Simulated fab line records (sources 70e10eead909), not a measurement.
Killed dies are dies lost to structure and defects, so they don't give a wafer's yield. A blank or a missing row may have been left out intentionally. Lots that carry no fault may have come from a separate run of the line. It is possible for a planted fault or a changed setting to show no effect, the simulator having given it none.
fab line records + flow nand-harc
record:
- lots: 5
- wafers: 15
- last-day: 32
route steps=1302 shown P_GATE@185 END@1302
lots that met no fault: from a run of the same line without faults
start-h: hours from the record's opening day to when the first of the lot's shown wafers began + wait-h: hours from the lot's prior step to this one + " as in the row above + L1.1+2: one row covering several wafers at once + - value missing, or start not given + * or withheld: withheld + < > ~ a bound
route shown NAME@n: names a module that has steps shown in the file, with the first one's number in the route + usual: mean/standard deviation of fault-free wafers + same: alike in all rows + chamber/n: place in a boat + sites: each site's reading + _std_site: standard deviation across them + _edge_site: inner sites' mean taken away from outer sites' mean + radius-mm: how far each site lies from the wafer's centre + mask NAME#n: copy n + behind: tool/chamber where the wafer was last shaped + hold: why the lot went on hold/how many hours it stayed there/how the hold came to an end + device: the transistor (n, p or np) that didn't switch + end of line: the route-end tests of the same wafers + a step with no rows: only its recipe + killed: count of dies lost to structure and defects at first sort (not the wafer's yield) + map: dies across one wafer; x = killed, . = not, _ = none there
set.NAME: the setting as run; set.NAME@STEP: as run at that earlier step + model.NAME: the simulator's own value behind a step, which no gauge read
lots seen at some steps along the route; tables by step, rows by wafer
services: the hour from which a tool's chamber was out of use, counted from the record's first day as start-h (under 0 if before that day), plus the number of hours and why
== steps ==
step: NHARC_P_GATE_CD_MEAS_59
recipe:
- target-cd-nm: 720
- landing-energy-ev: 500
usual:
- cd-nm: 721.1/2.1
| lot.wafer | tool      | chamber | start-h | wait-h | cd-nm |
|-----------|-----------|---------|---------|--------|-------|
| L485.3    | cd-sem-03 | 0       | 126.97  | -      | 717.1 |
| L485.4    | "         | 0       | "       | "      | 719.8 |
| L485.5    | "         | 0       | "       | "      | 719.7 |
| L486.1    | cd-sem-02 | 0       | 144.24  | -      | 721.8 |
| L486.5    | "         | 0       | "       | "      | 720.9 |
| L486.6    | "         | 0       | "       | "      | 721.8 |
| L490.2    | cd-sem-03 | 0       | 187.40  | -      | 721.8 |
| L490.3    | "         | 0       | "       | "      | 720.7 |
| L490.6    | "         | 0       | "       | "      | 719.2 |
| L499.1    | cd-sem-03 | 0       | 269.15  | -      | 718.4 |
| L499.4    | "         | 0       | "       | "      | 722.9 |
| L499.6    | "         | 0       | "       | "      | 720.3 |
| L504.4    | cd-sem-02 | 0       | 325.01  | -      | 721.6 |
| L504.5    | "         | 0       | "       | "      | 722.8 |
| L504.6    | "         | 0       | "       | "      | 723.4 |
step: NHARC_P_GATE_HARDBAKE_60
recipe:
- temp-c: 125
- time-s: 80
step: NHARC_P_GATE_DESCUM_61
recipe:
- time-s: 3
- o2-flow-sccm: 200
- ar-flow-sccm: 0
- bias-power-w: 0
- chemistry: O2
usual:
- drypump-motor-current-A: 5.8/0.33
- o2-flow-sccm: 200.0/0.65
- oes-product-au: 1.000/0.01
- rf-vpp-V: 57.9/0.86
- showerhead-plenum-p-Torr: 1.94/0.077
- throttle-valve-pct: 11.311/0.0083
| lot.wafer | tool        | chamber | start-h | wait-h | drypump-motor-current-A | o2-flow-sccm | oes-product-au | rf-hours-counter-h | rf-vpp-V | showerhead-plenum-p-Torr | throttle-valve-pct |
|-----------|-------------|---------|---------|--------|-------------------------|--------------|----------------|--------------------|----------|--------------------------|--------------------|
| L485.3    | rie-diel-10 | 3       | 127.15  | -      | 6.7                     | 200.5        | 0.991          | 4                  | 57.6     | 1.92                     | 11.307             |
| L485.4    | "           | 0       | "       | "      | 5.5                     | 199.1        | 1.003          | 4                  | 59.3     | 1.91                     | 11.319             |
| L485.5    | "           | 1       | "       | "      | 5.4                     | 200.9        | 1.010          | -                  | 59.9     | 2.05                     | 11.306             |
| L486.1    | rie-diel-04 | 1       | 144.40  | -      | 5.9                     | 199.4        | 1.007          | 6                  | 56.7     | 2.02                     | 11.318             |
| L486.5    | "           | 1       | "       | "      | 5.9                     | 200.4        | 1.007          | -                  | 57.1     | 2.02                     | 11.308             |
| L486.6    | "           | 2       | "       | "      | 5.4                     | 198.9        | 0.981          | -                  | 57.5     | 1.89                     | 11.290             |
| L490.3    | rie-diel-04 | 2       | 187.58  | -      | 5.3                     | 200.1        | 0.982          | 0                  | 58.4     | 1.89                     | 11.322             |
| L490.2    | "           | 3       | "       | "      | 6.1                     | 200.6        | 1.008          | 0                  | 58.6     | 1.98                     | 11.309             |
| L490.6    | "           | 2       | "       | "      | 5.3                     | 200.6        | 0.985          | -                  | 57.4     | 1.89                     | 11.297             |
| L499.1    | rie-diel-03 | 2       | 269.32  | -      | 5.9                     | 200.0        | 1.005          | 8                  | 59.5     | 1.79                     | 11.316             |
| L499.4    | "           | 0       | "       | "      | 5.9                     | 200.0        | 1.001          | 9                  | 58.3     | 2.00                     | 11.310             |
| L499.6    | "           | 2       | "       | "      | 5.9                     | 198.8        | 1.008          | -                  | 58.2     | 1.79                     | 11.310             |
| L504.4    | rie-diel-04 | 3       | 325.18  | -      | 6.1                     | 200.3        | 1.000          | 8                  | 58.2     | 1.98                     | 11.308             |
| L504.5    | "           | 1       | "       | "      | 5.9                     | 200.2        | 0.989          | -                  | 58.6     | 2.02                     | 11.289             |
| L504.6    | "           | 2       | "       | "      | 5.4                     | 200.4        | 0.975          | -                  | 57.8     | 1.89                     | 11.311             |
step: NHARC_P_GATE_IMPLANT_62
recipe:
- energy-kev: 20
- dose-cm2: 3e+15
- tilt-deg: 7
step: NHARC_P_GATE_STRIP_112
recipe:
- power-w: 1500
- temp-c: 110
- time-s: 200
- chemistry: N2/H2
usual:
- drypump-motor-current-A: 5.9/0.33
- heater-power-w: 91/4.6
- rf-refl-power-W: 23/8.3
| lot.wafer | tool            | chamber | start-h | wait-h | drypump-motor-current-A | heater-power-w | rf-hours-counter-h | rf-refl-power-W |
|-----------|-----------------|---------|---------|--------|-------------------------|----------------|--------------------|-----------------|
| L485.3    | plasma-asher-01 | 0       | 127.58  | 0.2    | 5.7                     | 91             | -                  | 31              |
| L485.4    | "               | 1       | "       | "      | 6.4                     | 93             | -                  | 16              |
| L485.5    | "               | 0       | "       | "      | 5.7                     | 93             | -                  | 30              |
| L486.1    | plasma-asher-02 | 0       | 144.82  | 0.2    | 5.8                     | 87             | 13                 | 13              |
| L486.5    | "               | 1       | "       | "      | 5.5                     | 95             | -                  | 31              |
| L486.6    | "               | 0       | "       | "      | 5.8                     | 85             | -                  | 11              |
| L490.2    | plasma-asher-02 | 0       | 187.97  | 0.2    | 5.8                     | 88             | 23                 | 13              |
| L490.3    | "               | 0       | "       | "      | 5.8                     | 87             | -                  | 13              |
| L490.6    | "               | 1       | "       | "      | 5.5                     | 95             | -                  | 31              |
| L499.1    | plasma-asher-02 | 0       | 269.90  | 0.4    | 5.8                     | 83             | 3                  | 12              |
| L499.4    | "               | 0       | "       | "      | 5.8                     | 83             | -                  | 12              |
| L499.6    | "               | 0       | "       | "      | 5.8                     | 80             | -                  | 13              |
| L504.4    | plasma-asher-01 | 0       | 325.61  | 0.2    | 5.7                     | 91             | -                  | 32              |
| L504.6    | "               | 0       | "       | "      | 5.7                     | 91             | -                  | 34              |
| L504.5    | "               | 1       | "       | "      | 6.4                     | 90             | -                  | 17              |
step: NHARC_P_GATE_STRIP_76
recipe:
- power-w: 1500
- temp-c: 250
- chemistry: O2
usual:
- drypump-motor-current-A: 5.9/0.33
- heater-power-w: 343/18
- rf-refl-power-W: 22/8
| lot.wafer | tool            | chamber | start-h | wait-h | drypump-motor-current-A | heater-power-w | rf-hours-counter-h | rf-refl-power-W |
|-----------|-----------------|---------|---------|--------|-------------------------|----------------|--------------------|-----------------|
| L485.3    | plasma-asher-01 | 0       | 127.77  | 0.2    | 5.7                     | 355            | -                  | 31              |
| L485.4    | "               | 1       | "       | "      | 6.4                     | 354            | -                  | 16              |
| L485.5    | "               | 0       | "       | "      | 5.7                     | 360            | -                  | 31              |
| L486.1    | plasma-asher-02 | 0       | 145.05  | 0.2    | 5.8                     | 316            | 13                 | 12              |
| L486.5    | "               | 1       | "       | "      | 5.5                     | 363            | -                  | 29              |
| L486.6    | "               | 0       | "       | "      | 5.8                     | 318            | -                  | 13              |
| L490.2    | plasma-asher-02 | 0       | 188.20  | 0.2    | 5.8                     | 318            | 23                 | 12              |
| L490.3    | "               | 0       | "       | "      | 5.8                     | 321            | -                  | 12              |
| L490.6    | "               | 1       | "       | "      | 5.5                     | 368            | -                  | 30              |
| L499.1    | plasma-asher-02 | 0       | 270.16  | 0.2    | 5.8                     | 311            | 3                  | 12              |
| L499.4    | "               | 0       | "       | "      | 5.8                     | 305            | -                  | 12              |
| L499.6    | "               | 0       | "       | "      | 5.8                     | 310            | -                  | 13              |
| L504.4    | plasma-asher-01 | 0       | 325.81  | 0.2    | 5.7                     | 345            | -                  | 31              |
| L504.6    | "               | 0       | "       | "      | 5.8                     | 344            | -                  | 32              |
| L504.5    | "               | 1       | "       | "      | 6.4                     | 340            | -                  | 16              |
step: NHARC_P_GATE_STRIP_63
recipe:
- time-s: 900
- temp-c: 130
- chemistry: SPM
step: NHARC_P_GATE_DEHYDRATE_83
recipe:
- temp-c: 150
- time-s: 120
step: NHARC_P_GATE_HMDS_84
recipe:
- time-s: 30
step: NHARC_P_GATE_COAT_85
recipe:
- spin-rpm: 3000
step: NHARC_P_GATE_SOFTBAKE_86
recipe:
- temp-c: 122
- time-s: 95
step: NHARC_P_GATE_EBR_87
step: NHARC_P_GATE_EXPOSE_88
recipe:
- na: 0.6
- target-cd-nm: 2000
- dose-mj: 11.87
- mask-id: P_HVN
| lot.wafer  | tool           | chamber | start-h | wait-h | mask       |
|------------|----------------|---------|---------|--------|------------|
| L485.3+4+5 | krf-scanner-04 | 0       | 128.65  | -      | P_HVN#0    |
| L486.1+5+6 | krf-scanner-04 | 0       | 145.68  | -      | P_HVN#0    |
| L490.2+3+6 | krf-scanner-04 | 0       | 188.96  | -      | P_HVN#0    |
| L499.1+4+6 | krf-scanner-04 | 0       | 270.92  | -      | P_HVN_R1#0 |
| L504.4+5+6 | krf-scanner-04 | 0       | 326.57  | -      | P_HVN#0    |
step: NHARC_P_GATE_PEB_89
recipe:
- peb-temp-c: 118
- peb-time-s: 85
step: NHARC_P_GATE_DEVELOP_90
recipe:
- time-s: 70
step: NHARC_P_GATE_CD_MEAS_91
recipe:
- target-cd-nm: 2000
- landing-energy-ev: 500
usual:
- cd-nm: 1999.6/1.9
| lot.wafer | tool      | chamber | start-h | wait-h | cd-nm  |
|-----------|-----------|---------|---------|--------|--------|
| L485.3    | cd-sem-02 | 0       | 128.80  | -      | 1996.5 |
| L485.4    | "         | 0       | "       | "      | 1997.8 |
| L485.5    | "         | 0       | "       | "      | 1998.8 |
| L486.1    | cd-sem-01 | 0       | 145.84  | -      | 2000.1 |
| L486.5    | "         | 0       | "       | "      | 2000.5 |
| L486.6    | "         | 0       | "       | "      | 2002.1 |
| L490.2    | cd-sem-03 | 0       | 189.11  | -      | 2000.7 |
| L490.3    | "         | 0       | "       | "      | 1998.5 |
| L490.6    | "         | 0       | "       | "      | 2000.9 |
| L499.1    | cd-sem-02 | 0       | 271.08  | -      | 2106.3 |
| L499.4    | "         | 0       | "       | "      | 2103.8 |
| L499.6    | "         | 0       | "       | "      | 2105.6 |
| L504.4    | cd-sem-03 | 0       | 326.71  | -      | 1997.2 |
| L504.5    | "         | 0       | "       | "      | 2000.9 |
| L504.6    | "         | 0       | "       | "      | 1998.5 |
step: NHARC_P_GATE_HARDBAKE_92
recipe:
- temp-c: 125
- time-s: 80
step: NHARC_P_GATE_DESCUM_93
recipe:
- time-s: 3
- o2-flow-sccm: 200
- ar-flow-sccm: 0
- bias-power-w: 0
- chemistry: O2
usual:
- drypump-motor-current-A: 5.8/0.35
- o2-flow-sccm: 199.9/0.56
- oes-product-au: 1.001/0.0094
- rf-vpp-V: 57.9/0.93
- showerhead-plenum-p-Torr: 1.95/0.074
- throttle-valve-pct: 11.313/0.009
| lot.wafer | tool        | chamber | start-h | wait-h | drypump-motor-current-A | o2-flow-sccm | oes-product-au | rf-hours-counter-h | rf-vpp-V | showerhead-plenum-p-Torr | throttle-valve-pct | model.P_GATE.cd-nm |
|-----------|-------------|---------|---------|--------|-------------------------|--------------|----------------|--------------------|----------|--------------------------|--------------------|--------------------|
| L485.3    | rie-diel-03 | 2       | 128.99  | -      | 5.9                     | 199.5        | 1.002          | 0.8                | 57.1     | 1.79                     | 11.294             | 1997               |
| L485.4    | "           | 1       | "       | "      | 5.3                     | 199.3        | 0.998          | -                  | 57.2     | 1.84                     | 11.318             | 1998               |
| L485.5    | "           | 2       | "       | "      | 5.9                     | 199.8        | 1.018          | -                  | 57.2     | 1.79                     | 11.309             | 1999               |
| L486.1    | rie-diel-10 | 3       | 146.02  | -      | 6.6                     | 200.2        | 0.996          | 5.2                | 57.4     | 1.92                     | 11.302             | 2000               |
| L486.5    | "           | 1       | "       | "      | 5.5                     | 199.9        | 1.007          | -                  | 58.5     | 2.05                     | 11.300             | 2000               |
| L486.6    | "           | 2       | "       | "      | 5.8                     | 200.2        | 0.996          | -                  | 60.3     | 2.04                     | 11.306             | 2002               |
| L490.3    | rie-diel-04 | 1       | 189.27  | -      | 5.8                     | 199.4        | 0.990          | 0.1                | 57.7     | 2.02                     | 11.317             | 1998               |
| L490.2    | "           | 2       | "       | "      | 5.3                     | 198.9        | 0.990          | 0.1                | 58.0     | 1.89                     | 11.322             | 2001               |
| L490.6    | "           | 2       | "       | "      | 5.4                     | 200.1        | 0.988          | -                  | 57.6     | 1.89                     | 11.304             | 2001               |
| L499.1    | rie-diel-04 | 0       | 271.24  | -      | 6.2                     | 200.1        | 1.011          | 4.5                | 58.3     | 1.93                     | 11.308             | 2106               |
| L499.4    | "           | 1       | "       | "      | 5.8                     | 199.0        | 0.997          | 5.3                | 58.0     | 2.02                     | 11.308             | 2104               |
| L499.6    | "           | 0       | "       | "      | 6.2                     | 200.6        | 1.020          | -                  | 58.0     | 1.93                     | 11.325             | 2106               |
| L504.4    | rie-diel-03 | 0       | 326.90  | -      | 5.9                     | 199.7        | 1.005          | 2.3                | 57.9     | 2.00                     | 11.301             | 1998               |
| L504.5    | "           | 1       | "       | "      | 5.3                     | 200.1        | 0.990          | -                  | 57.5     | 1.84                     | 11.314             | 2001               |
| L504.6    | "           | 2       | "       | "      | 5.9                     | 199.2        | 1.002          | -                  | 58.3     | 1.79                     | 11.318             | 1999               |
step: NHARC_P_GATE_IMPLANT_94
recipe:
- energy-kev: 60
- dose-cm2: 2e+15
- tilt-deg: 7
step: NHARC_END_SORT_01
recipe:
- temp-c: 25
usual:
- killed-at-array: 53/21
- killed-at-other: 1.1/1.5
- killed-at-periphery: 3.9/2.7
- killed-dies: 58/21
- killed-open: 3.4/1.9
- killed-short: 2.3/1.5
same:
- gross-dies: 677
| lot.wafer | tool      | chamber | start-h | wait-h | killed-at-array | killed-at-other | killed-at-periphery | killed-dies | killed-open | killed-short |
|-----------|-----------|---------|---------|--------|-----------------|-----------------|---------------------|-------------|-------------|--------------|
| L490.2    | prober-02 | 0       | 649.01  | 2.8    | 76              | 1               | 4                   | 81          | 4           | 1            |
| L490.3    | prober-02 | 0       | 649.81  | 3.1    | 98              | 0               | 7                   | 105         | 4           | 1            |
| L490.6    | prober-02 | 0       | 652.21  | 4.0    | 96              | 2               | 2                   | 100         | 5           | 2            |
| L504.4    | prober-02 | 0       | 777.41  | 3.4    | 18              | 1               | 1                   | 20          | 6           | 2            |
| L504.5    | prober-02 | 0       | 778.21  | 3.7    | 26              | 1               | 4                   | 31          | 4           | 4            |
| L504.6    | prober-02 | 0       | 779.02  | 4.0    | 20              | 1               | 5                   | 26          | 3           | 4            |
killed by level:class
L490.2 A_SLIT:chamber-film-flake=32 A_CHANNEL_HOLE_D1:chamber-film-flake=22 A_CHANNEL_HOLE_D2:chamber-film-flake=10 A_STAIRCASE:chamber-film-flake=4 P_M1:chamber-film-flake=3 A_CHANNEL_FILL_D1:chamber-film-flake=2 P_CONTACT:geometric-particle:open=1 A_ONON_D1:geometric-particle:open=1
L490.3 A_SLIT:chamber-film-flake=39 A_CHANNEL_HOLE_D1:chamber-film-flake=30 A_CHANNEL_HOLE_D2:chamber-film-flake=19 A_STAIRCASE:chamber-film-flake=3 A_CONTACT:chamber-film-flake=3 P_GATE:chamber-film-flake=2 P_M1:chamber-film-flake=2 P_GATE:geometric-particle:short=1
L490.6 A_SLIT:chamber-film-flake=35 A_CHANNEL_HOLE_D1:chamber-film-flake=28 A_CHANNEL_HOLE_D2:chamber-film-flake=11 A_STAIRCASE:chamber-film-flake=7 A_CHANNEL_FILL_D2:chamber-film-flake=3 A_CONTACT:chamber-film-flake=3 A_ONON_D2:geometric-particle:open=1 A_ONON_D2:geometric-particle:short=1
L504.4 A_SLIT:chamber-film-flake=6 A_CONTACT:chamber-film-flake=2 P_M0:geometric-particle:open=1 A_SOURCE_PLATE:geometric-particle:open=1 A_DECK1_JOINT:geometric-particle:open=1 A_CHANNEL_FILL_D2:geometric-particle:open=1 A_WL_FILL:geometric-particle:open=1 A_BLC:geometric-particle:open=1
L504.5 A_SLIT:chamber-film-flake=10 A_CHANNEL_HOLE_D1:unspecified=3 P_STI:chamber-film-flake=2 A_CHANNEL_FILL_D2:chamber-film-flake=2 A_STAIRCASE:chamber-film-flake=2 A_CONTACT:chamber-film-flake=2 P_CONTACT:geometric-particle:open=1 P_M1:geometric-particle:open=1
L504.6 A_CONTACT:chamber-film-flake=6 A_SLIT:chamber-film-flake=4 P_M1:geometric-particle:short=2 A_CHANNEL_HOLE_D1:unspecified=2 P_CONTACT:geometric-particle:open=1 P_M0:geometric-particle:short=1 A_DECK1_JOINT:geometric-particle:short=1 A_CONTACT:geometric-particle:open=1
== services ==
| tool            | chamber | start-h | hours | kind   |
|-----------------|---------|---------|-------|--------|
| rie-diel-03     | -       | 104.30  | 9.0   | pm     |
| rie-diel-04     | 0       | 105.74  | 10.1  | repair |
| rie-diel-10     | -       | 109.07  | 2.5   | repair |
| krf-scanner-04  | -       | 113.71  | 4.2   | repair |
| rie-diel-03     | 0       | 127.64  | 4.9   | repair |
| plasma-asher-01 | -       | 141.74  | 4.0   | repair |
| plasma-asher-02 | -       | 154.36  | 0.3   | repair |
| rie-diel-10     | 0       | 161.55  | 5.6   | repair |
| plasma-asher-01 | -       | 165.25  | 9.0   | pm     |
| rie-diel-04     | 0       | 169.39  | 7.0   | repair |
| krf-scanner-04  | -       | 171.47  | 3.7   | repair |
| rie-diel-04     | -       | 177.90  | 9.0   | pm     |
| krf-scanner-04  | -       | 182.00  | 4.0   | pm     |
| rie-diel-03     | 2       | 191.92  | 6.5   | repair |
| krf-scanner-04  | -       | 192.15  | 1.2   | repair |
| rie-diel-03     | 3       | 209.51  | 4.1   | repair |
| plasma-asher-02 | -       | 249.13  | 9.0   | pm     |
| rie-diel-04     | 3       | 251.51  | 8.4   | repair |
| rie-diel-04     | 2       | 253.20  | 9.4   | repair |
| krf-scanner-04  | -       | 257.50  | 8.4   | repair |
| plasma-asher-01 | -       | 268.40  | 13.1  | repair |
| rie-diel-03     | -       | 281.30  | 9.0   | pm     |
| rie-diel-04     | 1       | 283.20  | 7.5   | repair |
| rie-diel-04     | 0       | 290.93  | 11.1  | repair |
== key ==
first-sign:
- step: NHARC_P_GATE_EXPOSE_88
- reading: mask
- direction: changed
effect:
- step: NHARC_P_GATE_CD_MEAS_91
- reading: cd-nm
- direction: up
- sigmas: 57
- usual: 1999.6
- struck: 2105.2
model-effect:
- step: NHARC_P_GATE_DESCUM_93
- value: P_GATE.cd-nm
- without: 2000
- struck: 2105
met-at NHARC_P_GATE_EXPOSE_88
struck-wafers L499.1,L499.4,L499.6
tester-left-out L499
onset-between 188.96 270.92
fault:
- kind: wrong-mask
- tool: any
- chamber: -
- onset-h: 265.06
- steps: NHARC_P_GATE_EXPOSE_88
- aux-copy: P_HVN_R1#0
- cd-offset-nm: 105
- scope: struck-lots-only
tester-left-out: of these lots the tester's yield and bins aren't shown, on N5 and GAA mostly nor the transistor test; their killed dies are dies lost to structure and defects alone, not to doping, threshold or leakage, so they don't give the yield
